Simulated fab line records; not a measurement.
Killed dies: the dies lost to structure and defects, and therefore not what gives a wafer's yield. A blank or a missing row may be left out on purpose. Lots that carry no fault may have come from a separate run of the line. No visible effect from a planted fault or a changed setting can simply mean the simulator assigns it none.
fab line records :: flow n5Finfet
record:
  lots: 7
  wafers: 39
route steps=1938 shown WELL_APT@47 FIN_SAQP@115 DUMMY_GATE@237 MOL_CONTACT_COAG@581 BEOL_M4@1111
startH: the number of hours between the record's first day and the start of the first shown wafer of the lot :: waitH: time in hours since the lot's previous step :: " identical to the entry in the row above :: L1.1+2: several wafers, shown together as one row :: - either no value or no given start :: * or withheld: withheld :: < > ~ a bound
route shown NAME@n: a module of which the file shows steps, and the number in the route of the first :: usual: the fault-free wafers' mean and standard deviation :: same: alike in all rows :: chamber/n: place in a boat :: sites: the reading at each site :: _std_site: their standard deviation :: _edge_site: mean of outer sites minus mean of inner sites :: radiusMm: for every site, how far away it sits from the centre of the wafer :: mask NAME#n: copy n :: behind: the last tool/chamber to shape the wafer :: hold: what put the lot on hold/how long, in hours/how the hold closed :: device: names the non-switching transistor (n, p or np) :: end of line: the same wafers' tests at the end of the route :: a step with no rows: only its recipe :: killed: not the wafer's yield, but the dies lost to structure and defects at the first sort :: map: per-die view of a wafer (x killed, . not killed, _ where there is no die)
set.NAME: the run value of the setting; set.NAME@STEP: its run value at that earlier step :: model.NAME: the simulator's own value behind a step, which no gauge read
lots run with intentionally changed settings; tables by step, rows by wafer
== steps ==
step: N5_WELL_APT_IMPLANT_31
recipe:
  species: B
  energyKev: 60
  doseCm2: 1.5e+13
  tiltDeg: 0
  rotationDeg: 0
step: N5_FIN_SAQP_ETCH_51
recipe:
  chemistry: CF4
  target: SiARC
  targetDepthA: 455
  maskMaterial: CAR-ArF
  timeS: 75.8
  ionEnergyEv: 80
  pressureMtorr: 40
  sourceW: 545
  biasW: 36
  Ar_flow_sccm: 100
  cf4FlowSccm: 100
  ends: cleared
step: N5_FIN_SAQP_SPACER1_ALD_24
recipe:
  material: SiO2
  targetThkA: 203
  tempC: 300
  aldPrecursorFamily: BDEAS
  aldCoReactant: O2-plasma
  pulseTimeS: 1
  purgeTimeS: 2
  coReactantPurgeTimeS: 2
  aldCycles: 218
  pressureTorr: 2
step: N5_DUMMY_GATE_ETCH_37
recipe:
  chemistry: N2/H2
  target: SOC
  targetDepthA: 600
  overetchA: 300
  tempC: 40
  ionEnergyEv: 200
  pressureMtorr: 30
  sourceW: 840
  biasW: 150
  n2FlowSccm: 200
  h2FlowSccm: 200
step: N5_DUMMY_GATE_ETCH_31
recipe:
  chemistry: C4F6/O2
  target: SiO2
  maskMaterial: SOC
  targetDepthA: 825
  timeS: 27.5
  ionEnergyEv: 250
  pressureMtorr: 30
  sourceW: 345
  biasW: 185
  Ar_flow_sccm: 300
  C4F6_flow_sccm: 10
  O2_flow_sccm: 10
step: N5_DUMMY_GATE_ETCH_42
recipe:
  chemistry: CHF3/O2
  target: SiO2
  targetDepthA: 35
  timeS: 31
  ionEnergyEv: 30
  biasW: 12
  pressureMtorr: 30
  sourceW: 600
  Ar_flow_sccm: 200
  CHF3_flow_sccm: 50
  O2_flow_sccm: 5
step: N5_MOL_CONTACT_COAG_ETCH_91
recipe:
  chemistry: N2/H2
  target: SOC
  targetDepthA: 600
  overetchA: 210
  maskMaterial: SiARC
  tempC: 40
  timeS: 101.2
  ionEnergyEv: 200
  pressureMtorr: 30
  sourceW: 840
  biasW: 150
  n2FlowSccm: 200
  h2FlowSccm: 200
step: N5_MOL_CONTACT_COAG_ETCHBACK_135
recipe:
  chemistry: CHF3
  target: SiO2
  targetDepthA: 250
  timeS: 16.7
  ionEnergyEv: 200
  pressureMtorr: 30
  sourceW: 610
  biasW: 170
  Ar_flow_sccm: 200
  CHF3_flow_sccm: 50
step: N5_BEOL_M4_RC_MEAS_101
usual:
  RS_PWELL: 3010/23
lot.wafer: L074.1
tool: prober-02
chamber: 0
startH: 166.95
waitH: 0.0
set.doseCm2@WELL_APT_IMPLANT_31: 1.5e+13
set.cf4FlowSccm@FIN_SAQP_ETCH_51: 108.5
set.tempC@FIN_SAQP_SPACER1_ALD_24: 300
set.sourceW@DUMMY_GATE_ETCH_37: 840
set.targetDepthA@DUMMY_GATE_ETCH_31: 825
set.biasW@DUMMY_GATE_ETCH_42: 12
set.sourceW@MOL_CONTACT_COAG_ETCH_91: 840
set.timeS@MOL_CONTACT_COAG_ETCHBACK_135: 16.7
RS_PWELL[ohm/sq]: 2990

lot.wafer: L074.2
tool: prober-02
chamber: 0
startH: 166.95
waitH: 0.0
set.doseCm2@WELL_APT_IMPLANT_31: 1.663e+13
set.cf4FlowSccm@FIN_SAQP_ETCH_51: 100
set.tempC@FIN_SAQP_SPACER1_ALD_24: 300
set.sourceW@DUMMY_GATE_ETCH_37: 840
set.targetDepthA@DUMMY_GATE_ETCH_31: 864.1
set.biasW@DUMMY_GATE_ETCH_42: 12
set.sourceW@MOL_CONTACT_COAG_ETCH_91: 956.5
set.timeS@MOL_CONTACT_COAG_ETCHBACK_135: 13.65
RS_PWELL[ohm/sq]: 2804

lot.wafer: L074.3
tool: prober-02
chamber: 0
startH: 166.95
waitH: 0.0
set.doseCm2@WELL_APT_IMPLANT_31: 1.5e+13
set.cf4FlowSccm@FIN_SAQP_ETCH_51: 100
set.tempC@FIN_SAQP_SPACER1_ALD_24: 300
set.sourceW@DUMMY_GATE_ETCH_37: 840
set.targetDepthA@DUMMY_GATE_ETCH_31: 864.1
set.biasW@DUMMY_GATE_ETCH_42: 10.81
set.sourceW@MOL_CONTACT_COAG_ETCH_91: 840
set.timeS@MOL_CONTACT_COAG_ETCHBACK_135: 13.65
RS_PWELL[ohm/sq]: 2978

lot.wafer: L074.4
tool: prober-02
chamber: 0
startH: 166.95
waitH: 0.0
set.doseCm2@WELL_APT_IMPLANT_31: 1.663e+13
set.cf4FlowSccm@FIN_SAQP_ETCH_51: 108.5
set.tempC@FIN_SAQP_SPACER1_ALD_24: 300
set.sourceW@DUMMY_GATE_ETCH_37: 716.9
set.targetDepthA@DUMMY_GATE_ETCH_31: 864.1
set.biasW@DUMMY_GATE_ETCH_42: 10.81
set.sourceW@MOL_CONTACT_COAG_ETCH_91: 956.5
set.timeS@MOL_CONTACT_COAG_ETCHBACK_135: 16.7
RS_PWELL[ohm/sq]: 2810

lot.wafer: L074.5
tool: prober-02
chamber: 0
startH: 166.95
waitH: 0.0
set.doseCm2@WELL_APT_IMPLANT_31: 1.5e+13
set.cf4FlowSccm@FIN_SAQP_ETCH_51: 108.5
set.tempC@FIN_SAQP_SPACER1_ALD_24: 300
set.sourceW@DUMMY_GATE_ETCH_37: 716.9
set.targetDepthA@DUMMY_GATE_ETCH_31: 825
set.biasW@DUMMY_GATE_ETCH_42: 10.81
set.sourceW@MOL_CONTACT_COAG_ETCH_91: 956.5
set.timeS@MOL_CONTACT_COAG_ETCHBACK_135: 13.65
RS_PWELL[ohm/sq]: 2969

lot.wafer: L074.6
tool: prober-02
chamber: 0
startH: 166.95
waitH: 0.0
set.doseCm2@WELL_APT_IMPLANT_31: 1.663e+13
set.cf4FlowSccm@FIN_SAQP_ETCH_51: 100
set.tempC@FIN_SAQP_SPACER1_ALD_24: 300
set.sourceW@DUMMY_GATE_ETCH_37: 716.9
set.targetDepthA@DUMMY_GATE_ETCH_31: 825
set.biasW@DUMMY_GATE_ETCH_42: 12
set.sourceW@MOL_CONTACT_COAG_ETCH_91: 840
set.timeS@MOL_CONTACT_COAG_ETCHBACK_135: 16.7
RS_PWELL[ohm/sq]: 2813

lot.wafer: L077.1
tool: prober-02
chamber: 0
startH: 197.08
waitH: 0.0
set.doseCm2@WELL_APT_IMPLANT_31: 1.5e+13
set.cf4FlowSccm@FIN_SAQP_ETCH_51: 121.9
set.tempC@FIN_SAQP_SPACER1_ALD_24: 292.6
set.sourceW@DUMMY_GATE_ETCH_37: 840
set.targetDepthA@DUMMY_GATE_ETCH_31: 825
set.biasW@DUMMY_GATE_ETCH_42: 12
set.sourceW@MOL_CONTACT_COAG_ETCH_91: 960.7
set.timeS@MOL_CONTACT_COAG_ETCHBACK_135: 18.83
RS_PWELL[ohm/sq]: 3022

lot.wafer: L077.2
tool: prober-02
chamber: 0
startH: 197.08
waitH: 0.0
set.doseCm2@WELL_APT_IMPLANT_31: 1.654e+13
set.cf4FlowSccm@FIN_SAQP_ETCH_51: 100
set.tempC@FIN_SAQP_SPACER1_ALD_24: 300
set.sourceW@DUMMY_GATE_ETCH_37: 764
set.targetDepthA@DUMMY_GATE_ETCH_31: 825
set.biasW@DUMMY_GATE_ETCH_42: 13.41
set.sourceW@MOL_CONTACT_COAG_ETCH_91: 840
set.timeS@MOL_CONTACT_COAG_ETCHBACK_135: 16.7
RS_PWELL[ohm/sq]: 2862

lot.wafer: L077.3
tool: prober-02
chamber: 0
startH: 197.08
waitH: 0.0
set.doseCm2@WELL_APT_IMPLANT_31: 1.5e+13
set.cf4FlowSccm@FIN_SAQP_ETCH_51: 100
set.tempC@FIN_SAQP_SPACER1_ALD_24: 300
set.sourceW@DUMMY_GATE_ETCH_37: 840
set.targetDepthA@DUMMY_GATE_ETCH_31: 729.9
set.biasW@DUMMY_GATE_ETCH_42: 12
set.sourceW@MOL_CONTACT_COAG_ETCH_91: 960.7
set.timeS@MOL_CONTACT_COAG_ETCHBACK_135: 16.7
RS_PWELL[ohm/sq]: 3024

lot.wafer: L077.4
tool: prober-02
chamber: 0
startH: 197.08
waitH: 0.0
set.doseCm2@WELL_APT_IMPLANT_31: 1.654e+13
set.cf4FlowSccm@FIN_SAQP_ETCH_51: 121.9
set.tempC@FIN_SAQP_SPACER1_ALD_24: 300
set.sourceW@DUMMY_GATE_ETCH_37: 764
set.targetDepthA@DUMMY_GATE_ETCH_31: 729.9
set.biasW@DUMMY_GATE_ETCH_42: 12
set.sourceW@MOL_CONTACT_COAG_ETCH_91: 840
set.timeS@MOL_CONTACT_COAG_ETCHBACK_135: 18.83
RS_PWELL[ohm/sq]: 2848

lot.wafer: L077.5
tool: prober-02
chamber: 0
startH: 197.08
waitH: 0.0
set.doseCm2@WELL_APT_IMPLANT_31: 1.654e+13
set.cf4FlowSccm@FIN_SAQP_ETCH_51: 100
set.tempC@FIN_SAQP_SPACER1_ALD_24: 292.6
set.sourceW@DUMMY_GATE_ETCH_37: 840
set.targetDepthA@DUMMY_GATE_ETCH_31: 729.9
set.biasW@DUMMY_GATE_ETCH_42: 13.41
set.sourceW@MOL_CONTACT_COAG_ETCH_91: 840
set.timeS@MOL_CONTACT_COAG_ETCHBACK_135: 18.83
RS_PWELL[ohm/sq]: 2838

lot.wafer: L077.6
tool: prober-02
chamber: 0
startH: 197.08
waitH: 0.0
set.doseCm2@WELL_APT_IMPLANT_31: 1.5e+13
set.cf4FlowSccm@FIN_SAQP_ETCH_51: 121.9
set.tempC@FIN_SAQP_SPACER1_ALD_24: 292.6
set.sourceW@DUMMY_GATE_ETCH_37: 764
set.targetDepthA@DUMMY_GATE_ETCH_31: 825
set.biasW@DUMMY_GATE_ETCH_42: 13.41
set.sourceW@MOL_CONTACT_COAG_ETCH_91: 960.7
set.timeS@MOL_CONTACT_COAG_ETCHBACK_135: 16.7
RS_PWELL[ohm/sq]: 3021

lot.wafer: L079.1
tool: prober-01
chamber: 0
startH: 203.11
waitH: 0.0
set.doseCm2@WELL_APT_IMPLANT_31: 1.5e+13
set.cf4FlowSccm@FIN_SAQP_ETCH_51: 100
set.tempC@FIN_SAQP_SPACER1_ALD_24: 300
set.sourceW@DUMMY_GATE_ETCH_37: 760.2
set.targetDepthA@DUMMY_GATE_ETCH_31: 825
set.biasW@DUMMY_GATE_ETCH_42: 12
set.sourceW@MOL_CONTACT_COAG_ETCH_91: 840
set.timeS@MOL_CONTACT_COAG_ETCHBACK_135: 16.7
RS_PWELL[ohm/sq]: 3016

lot.wafer: L079.2
tool: prober-01
chamber: 0
startH: 203.11
waitH: 0.0
set.doseCm2@WELL_APT_IMPLANT_31: 1.4e+13
set.cf4FlowSccm@FIN_SAQP_ETCH_51: 112.3
set.tempC@FIN_SAQP_SPACER1_ALD_24: 310.2
set.sourceW@DUMMY_GATE_ETCH_37: 760.2
set.targetDepthA@DUMMY_GATE_ETCH_31: 825
set.biasW@DUMMY_GATE_ETCH_42: 12
set.sourceW@MOL_CONTACT_COAG_ETCH_91: 840
set.timeS@MOL_CONTACT_COAG_ETCHBACK_135: 16.7
RS_PWELL[ohm/sq]: 3153

lot.wafer: L079.3
tool: prober-01
chamber: 0
startH: 203.11
waitH: 0.0
set.doseCm2@WELL_APT_IMPLANT_31: 1.5e+13
set.cf4FlowSccm@FIN_SAQP_ETCH_51: 112.3
set.tempC@FIN_SAQP_SPACER1_ALD_24: 310.2
set.sourceW@DUMMY_GATE_ETCH_37: 840
set.targetDepthA@DUMMY_GATE_ETCH_31: 737.4
set.biasW@DUMMY_GATE_ETCH_42: 13.48
set.sourceW@MOL_CONTACT_COAG_ETCH_91: 840
set.timeS@MOL_CONTACT_COAG_ETCHBACK_135: 16.7
RS_PWELL[ohm/sq]: 3032

lot.wafer: L079.4
tool: prober-01
chamber: 0
startH: 203.11
waitH: 0.0
set.doseCm2@WELL_APT_IMPLANT_31: 1.4e+13
set.cf4FlowSccm@FIN_SAQP_ETCH_51: 112.3
set.tempC@FIN_SAQP_SPACER1_ALD_24: 300
set.sourceW@DUMMY_GATE_ETCH_37: 840
set.targetDepthA@DUMMY_GATE_ETCH_31: 825
set.biasW@DUMMY_GATE_ETCH_42: 13.48
set.sourceW@MOL_CONTACT_COAG_ETCH_91: 989
set.timeS@MOL_CONTACT_COAG_ETCHBACK_135: 16.7
RS_PWELL[ohm/sq]: 3163

lot.wafer: L079.5
tool: prober-01
chamber: 0
startH: 203.11
waitH: 0.0
set.doseCm2@WELL_APT_IMPLANT_31: 1.4e+13
set.cf4FlowSccm@FIN_SAQP_ETCH_51: 100
set.tempC@FIN_SAQP_SPACER1_ALD_24: 310.2
set.sourceW@DUMMY_GATE_ETCH_37: 840
set.targetDepthA@DUMMY_GATE_ETCH_31: 737.4
set.biasW@DUMMY_GATE_ETCH_42: 12
set.sourceW@MOL_CONTACT_COAG_ETCH_91: 989
set.timeS@MOL_CONTACT_COAG_ETCHBACK_135: 16.7
RS_PWELL[ohm/sq]: 3146

lot.wafer: L079.6
tool: prober-01
chamber: 0
startH: 203.11
waitH: 0.0
set.doseCm2@WELL_APT_IMPLANT_31: 1.5e+13
set.cf4FlowSccm@FIN_SAQP_ETCH_51: 100
set.tempC@FIN_SAQP_SPACER1_ALD_24: 300
set.sourceW@DUMMY_GATE_ETCH_37: 760.2
set.targetDepthA@DUMMY_GATE_ETCH_31: 737.4
set.biasW@DUMMY_GATE_ETCH_42: 13.48
set.sourceW@MOL_CONTACT_COAG_ETCH_91: 989
set.timeS@MOL_CONTACT_COAG_ETCHBACK_135: 16.7
RS_PWELL[ohm/sq]: 3002

lot.wafer: L078.1
tool: prober-01
chamber: 0
startH: 204.98
waitH: 0.0
set.doseCm2@WELL_APT_IMPLANT_31: 1.314e+13
set.cf4FlowSccm@FIN_SAQP_ETCH_51: 100
set.tempC@FIN_SAQP_SPACER1_ALD_24: 300
set.sourceW@DUMMY_GATE_ETCH_37: 840
set.targetDepthA@DUMMY_GATE_ETCH_31: 888.7
set.biasW@DUMMY_GATE_ETCH_42: 14.03
set.sourceW@MOL_CONTACT_COAG_ETCH_91: 840
set.timeS@MOL_CONTACT_COAG_ETCHBACK_135: 16.7
RS_PWELL[ohm/sq]: 3244

lot.wafer: L078.2
tool: prober-01
chamber: 0
startH: 204.98
waitH: 0.0
set.doseCm2@WELL_APT_IMPLANT_31: 1.314e+13
set.cf4FlowSccm@FIN_SAQP_ETCH_51: 100
set.tempC@FIN_SAQP_SPACER1_ALD_24: 300
set.sourceW@DUMMY_GATE_ETCH_37: 749.1
set.targetDepthA@DUMMY_GATE_ETCH_31: 825
set.biasW@DUMMY_GATE_ETCH_42: 12
set.sourceW@MOL_CONTACT_COAG_ETCH_91: 726.9
set.timeS@MOL_CONTACT_COAG_ETCHBACK_135: 20.12
RS_PWELL[ohm/sq]: 3268

lot.wafer: L078.3
tool: prober-01
chamber: 0
startH: 204.98
waitH: 0.0
set.doseCm2@WELL_APT_IMPLANT_31: 1.5e+13
set.cf4FlowSccm@FIN_SAQP_ETCH_51: 117.8
set.tempC@FIN_SAQP_SPACER1_ALD_24: 300
set.sourceW@DUMMY_GATE_ETCH_37: 840
set.targetDepthA@DUMMY_GATE_ETCH_31: 888.7
set.biasW@DUMMY_GATE_ETCH_42: 14.03
set.sourceW@MOL_CONTACT_COAG_ETCH_91: 726.9
set.timeS@MOL_CONTACT_COAG_ETCHBACK_135: 20.12
RS_PWELL[ohm/sq]: 2995

lot.wafer: L078.4
tool: prober-01
chamber: 0
startH: 204.98
waitH: 0.0
set.doseCm2@WELL_APT_IMPLANT_31: 1.5e+13
set.cf4FlowSccm@FIN_SAQP_ETCH_51: 117.8
set.tempC@FIN_SAQP_SPACER1_ALD_24: 300
set.sourceW@DUMMY_GATE_ETCH_37: 749.1
set.targetDepthA@DUMMY_GATE_ETCH_31: 888.7
set.biasW@DUMMY_GATE_ETCH_42: 12
set.sourceW@MOL_CONTACT_COAG_ETCH_91: 840
set.timeS@MOL_CONTACT_COAG_ETCHBACK_135: 20.12
RS_PWELL[ohm/sq]: 3021

lot.wafer: L078.5
tool: prober-01
chamber: 0
startH: 204.98
waitH: 0.0
set.doseCm2@WELL_APT_IMPLANT_31: 1.5e+13
set.cf4FlowSccm@FIN_SAQP_ETCH_51: 100
set.tempC@FIN_SAQP_SPACER1_ALD_24: 300
set.sourceW@DUMMY_GATE_ETCH_37: 840
set.targetDepthA@DUMMY_GATE_ETCH_31: 825
set.biasW@DUMMY_GATE_ETCH_42: 12
set.sourceW@MOL_CONTACT_COAG_ETCH_91: 840
set.timeS@MOL_CONTACT_COAG_ETCHBACK_135: 16.7
RS_PWELL[ohm/sq]: 2980

lot.wafer: L078.6
tool: prober-01
chamber: 0
startH: 204.98
waitH: 0.0
set.doseCm2@WELL_APT_IMPLANT_31: 1.314e+13
set.cf4FlowSccm@FIN_SAQP_ETCH_51: 117.8
set.tempC@FIN_SAQP_SPACER1_ALD_24: 300
set.sourceW@DUMMY_GATE_ETCH_37: 749.1
set.targetDepthA@DUMMY_GATE_ETCH_31: 825
set.biasW@DUMMY_GATE_ETCH_42: 14.03
set.sourceW@MOL_CONTACT_COAG_ETCH_91: 726.9
set.timeS@MOL_CONTACT_COAG_ETCHBACK_135: 16.7
RS_PWELL[ohm/sq]: 3276

lot.wafer: L082.1
tool: prober-02
chamber: 0
startH: 205.25
waitH: 0.0
set.doseCm2@WELL_APT_IMPLANT_31: 1.5e+13
set.cf4FlowSccm@FIN_SAQP_ETCH_51: 92.51
set.tempC@FIN_SAQP_SPACER1_ALD_24: 300
set.sourceW@DUMMY_GATE_ETCH_37: 681.2
set.targetDepthA@DUMMY_GATE_ETCH_31: 751.2
set.biasW@DUMMY_GATE_ETCH_42: 12
set.sourceW@MOL_CONTACT_COAG_ETCH_91: 726.8
set.timeS@MOL_CONTACT_COAG_ETCHBACK_135: 18.54
RS_PWELL[ohm/sq]: 3028

lot.wafer: L082.2
tool: prober-02
chamber: 0
startH: 205.25
waitH: 0.0
set.doseCm2@WELL_APT_IMPLANT_31: 1.5e+13
set.cf4FlowSccm@FIN_SAQP_ETCH_51: 100
set.tempC@FIN_SAQP_SPACER1_ALD_24: 295.9
set.sourceW@DUMMY_GATE_ETCH_37: 681.2
set.targetDepthA@DUMMY_GATE_ETCH_31: 825
set.biasW@DUMMY_GATE_ETCH_42: 13.8
set.sourceW@MOL_CONTACT_COAG_ETCH_91: 726.8
set.timeS@MOL_CONTACT_COAG_ETCHBACK_135: 18.54
RS_PWELL[ohm/sq]: 3033

lot.wafer: L082.3
tool: prober-02
chamber: 0
startH: 205.25
waitH: 0.0
set.doseCm2@WELL_APT_IMPLANT_31: 1.5e+13
set.cf4FlowSccm@FIN_SAQP_ETCH_51: 92.51
set.tempC@FIN_SAQP_SPACER1_ALD_24: 295.9
set.sourceW@DUMMY_GATE_ETCH_37: 840
set.targetDepthA@DUMMY_GATE_ETCH_31: 825
set.biasW@DUMMY_GATE_ETCH_42: 12
set.sourceW@MOL_CONTACT_COAG_ETCH_91: 840
set.timeS@MOL_CONTACT_COAG_ETCHBACK_135: 16.7
RS_PWELL[ohm/sq]: 3035

lot.wafer: L082.4
tool: prober-02
chamber: 0
startH: 205.25
waitH: 0.0
set.doseCm2@WELL_APT_IMPLANT_31: 1.5e+13
set.cf4FlowSccm@FIN_SAQP_ETCH_51: 92.51
set.tempC@FIN_SAQP_SPACER1_ALD_24: 295.9
set.sourceW@DUMMY_GATE_ETCH_37: 840
set.targetDepthA@DUMMY_GATE_ETCH_31: 751.2
set.biasW@DUMMY_GATE_ETCH_42: 13.8
set.sourceW@MOL_CONTACT_COAG_ETCH_91: 726.8
set.timeS@MOL_CONTACT_COAG_ETCHBACK_135: 16.7
RS_PWELL[ohm/sq]: 3024

lot.wafer: L082.5
tool: prober-02
chamber: 0
startH: 205.25
waitH: 0.0
set.doseCm2@WELL_APT_IMPLANT_31: 1.5e+13
set.cf4FlowSccm@FIN_SAQP_ETCH_51: 100
set.tempC@FIN_SAQP_SPACER1_ALD_24: 300
set.sourceW@DUMMY_GATE_ETCH_37: 840
set.targetDepthA@DUMMY_GATE_ETCH_31: 751.2
set.biasW@DUMMY_GATE_ETCH_42: 12
set.sourceW@MOL_CONTACT_COAG_ETCH_91: 840
set.timeS@MOL_CONTACT_COAG_ETCHBACK_135: 18.54
RS_PWELL[ohm/sq]: 3030

lot.wafer: L082.6
tool: prober-02
chamber: 0
startH: 205.25
waitH: 0.0
set.doseCm2@WELL_APT_IMPLANT_31: 1.5e+13
set.cf4FlowSccm@FIN_SAQP_ETCH_51: 100
set.tempC@FIN_SAQP_SPACER1_ALD_24: 300
set.sourceW@DUMMY_GATE_ETCH_37: 681.2
set.targetDepthA@DUMMY_GATE_ETCH_31: 825
set.biasW@DUMMY_GATE_ETCH_42: 13.8
set.sourceW@MOL_CONTACT_COAG_ETCH_91: 840
set.timeS@MOL_CONTACT_COAG_ETCHBACK_135: 16.7
RS_PWELL[ohm/sq]: 3053

lot.wafer: L094.1
tool: prober-01
chamber: 0
startH: 295.81
waitH: 0.0
set.doseCm2@WELL_APT_IMPLANT_31: 1.416e+13
set.cf4FlowSccm@FIN_SAQP_ETCH_51: 100
set.tempC@FIN_SAQP_SPACER1_ALD_24: 305.6
set.sourceW@DUMMY_GATE_ETCH_37: 840
set.targetDepthA@DUMMY_GATE_ETCH_31: 825
set.biasW@DUMMY_GATE_ETCH_42: 10.73
set.sourceW@MOL_CONTACT_COAG_ETCH_91: 759.9
set.timeS@MOL_CONTACT_COAG_ETCHBACK_135: 16.7
RS_PWELL[ohm/sq]: 3068

lot.wafer: L094.2
tool: prober-01
chamber: 0
startH: 295.81
waitH: 0.0
set.doseCm2@WELL_APT_IMPLANT_31: 1.416e+13
set.cf4FlowSccm@FIN_SAQP_ETCH_51: 76.78
set.tempC@FIN_SAQP_SPACER1_ALD_24: 305.6
set.sourceW@DUMMY_GATE_ETCH_37: 962.7
set.targetDepthA@DUMMY_GATE_ETCH_31: 764.3
set.biasW@DUMMY_GATE_ETCH_42: 10.73
set.sourceW@MOL_CONTACT_COAG_ETCH_91: 759.9
set.timeS@MOL_CONTACT_COAG_ETCHBACK_135: 14.02
RS_PWELL[ohm/sq]: 3101

lot.wafer: L094.3
tool: prober-01
chamber: 0
startH: 295.81
waitH: 0.0
set.doseCm2@WELL_APT_IMPLANT_31: 1.416e+13
set.cf4FlowSccm@FIN_SAQP_ETCH_51: 76.78
set.tempC@FIN_SAQP_SPACER1_ALD_24: 300
set.sourceW@DUMMY_GATE_ETCH_37: 962.7
set.targetDepthA@DUMMY_GATE_ETCH_31: 825
set.biasW@DUMMY_GATE_ETCH_42: 12
set.sourceW@MOL_CONTACT_COAG_ETCH_91: 840
set.timeS@MOL_CONTACT_COAG_ETCHBACK_135: 16.7
RS_PWELL[ohm/sq]: 3078

lot.wafer: L094.4
tool: prober-01
chamber: 0
startH: 295.81
waitH: 0.0
set.doseCm2@WELL_APT_IMPLANT_31: 1.5e+13
set.cf4FlowSccm@FIN_SAQP_ETCH_51: 100
set.tempC@FIN_SAQP_SPACER1_ALD_24: 300
set.sourceW@DUMMY_GATE_ETCH_37: 840
set.targetDepthA@DUMMY_GATE_ETCH_31: 764.3
set.biasW@DUMMY_GATE_ETCH_42: 12
set.sourceW@MOL_CONTACT_COAG_ETCH_91: 759.9
set.timeS@MOL_CONTACT_COAG_ETCHBACK_135: 14.02
RS_PWELL[ohm/sq]: 2976

lot.wafer: L094.5
tool: prober-01
chamber: 0
startH: 295.81
waitH: 0.0
set.doseCm2@WELL_APT_IMPLANT_31: 1.5e+13
set.cf4FlowSccm@FIN_SAQP_ETCH_51: 76.78
set.tempC@FIN_SAQP_SPACER1_ALD_24: 305.6
set.sourceW@DUMMY_GATE_ETCH_37: 840
set.targetDepthA@DUMMY_GATE_ETCH_31: 764.3
set.biasW@DUMMY_GATE_ETCH_42: 12
set.sourceW@MOL_CONTACT_COAG_ETCH_91: 840
set.timeS@MOL_CONTACT_COAG_ETCHBACK_135: 16.7
RS_PWELL[ohm/sq]: 2984

lot.wafer: L094.6
tool: prober-01
chamber: 0
startH: 295.81
waitH: 0.0
set.doseCm2@WELL_APT_IMPLANT_31: 1.5e+13
set.cf4FlowSccm@FIN_SAQP_ETCH_51: 100
set.tempC@FIN_SAQP_SPACER1_ALD_24: 300
set.sourceW@DUMMY_GATE_ETCH_37: 962.7
set.targetDepthA@DUMMY_GATE_ETCH_31: 825
set.biasW@DUMMY_GATE_ETCH_42: 10.73
set.sourceW@MOL_CONTACT_COAG_ETCH_91: 840
set.timeS@MOL_CONTACT_COAG_ETCHBACK_135: 14.02
RS_PWELL[ohm/sq]: 2958

lot.wafer: L095.1
tool: prober-02
chamber: 0
startH: 310.27
waitH: 0.0
set.doseCm2@WELL_APT_IMPLANT_31: 1.5e+13
set.cf4FlowSccm@FIN_SAQP_ETCH_51: 100
set.tempC@FIN_SAQP_SPACER1_ALD_24: 300
set.sourceW@DUMMY_GATE_ETCH_37: 840
set.targetDepthA@DUMMY_GATE_ETCH_31: 825
set.biasW@DUMMY_GATE_ETCH_42: 12
set.sourceW@MOL_CONTACT_COAG_ETCH_91: 840
set.timeS@MOL_CONTACT_COAG_ETCHBACK_135: 16.7
RS_PWELL[ohm/sq]: 3023

lot.wafer: L095.3
tool: prober-02
chamber: 0
startH: 310.27
waitH: 0.0
set.doseCm2@WELL_APT_IMPLANT_31: 1.5e+13
set.cf4FlowSccm@FIN_SAQP_ETCH_51: 100
set.tempC@FIN_SAQP_SPACER1_ALD_24: 300
set.sourceW@DUMMY_GATE_ETCH_37: 840
set.targetDepthA@DUMMY_GATE_ETCH_31: 825
set.biasW@DUMMY_GATE_ETCH_42: 12
set.sourceW@MOL_CONTACT_COAG_ETCH_91: 840
set.timeS@MOL_CONTACT_COAG_ETCHBACK_135: 16.7
RS_PWELL[ohm/sq]: 3035

lot.wafer: L095.6
tool: prober-02
chamber: 0
startH: 310.27
waitH: 0.0
set.doseCm2@WELL_APT_IMPLANT_31: 1.5e+13
set.cf4FlowSccm@FIN_SAQP_ETCH_51: 100
set.tempC@FIN_SAQP_SPACER1_ALD_24: 300
set.sourceW@DUMMY_GATE_ETCH_37: 840
set.targetDepthA@DUMMY_GATE_ETCH_31: 825
set.biasW@DUMMY_GATE_ETCH_42: 12
set.sourceW@MOL_CONTACT_COAG_ETCH_91: 840
set.timeS@MOL_CONTACT_COAG_ETCHBACK_135: 16.7
RS_PWELL[ohm/sq]: 2998
== key ==
split:
  step: N5_WELL_APT_IMPLANT_31
  setting: doseCm2
  statedAs: 1.5e+13
response:
  step: N5_BEOL_M4_RC_MEAS_101
  reading: RS_PWELL
  slope: -18.8
  per: 1%
  togetherWith: all
  explained: 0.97
split:
  step: N5_FIN_SAQP_ETCH_51
  setting: cf4FlowSccm
  statedAs: 100
response none clear
split:
  step: N5_FIN_SAQP_SPACER1_ALD_24
  setting: tempC
  statedAs: 300
response none clear
split:
  step: N5_DUMMY_GATE_ETCH_37
  setting: sourceW
  statedAs: 840
response none clear
split:
  step: N5_DUMMY_GATE_ETCH_31
  setting: targetDepthA
  statedAs: 825
response none clear
split:
  step: N5_DUMMY_GATE_ETCH_42
  setting: biasW
  statedAs: 12
response none clear
split:
  step: N5_MOL_CONTACT_COAG_ETCH_91
  setting: sourceW
  statedAs: 840
response none clear
split:
  step: N5_MOL_CONTACT_COAG_ETCHBACK_135
  setting: timeS
  statedAs: 16.7
response none clear
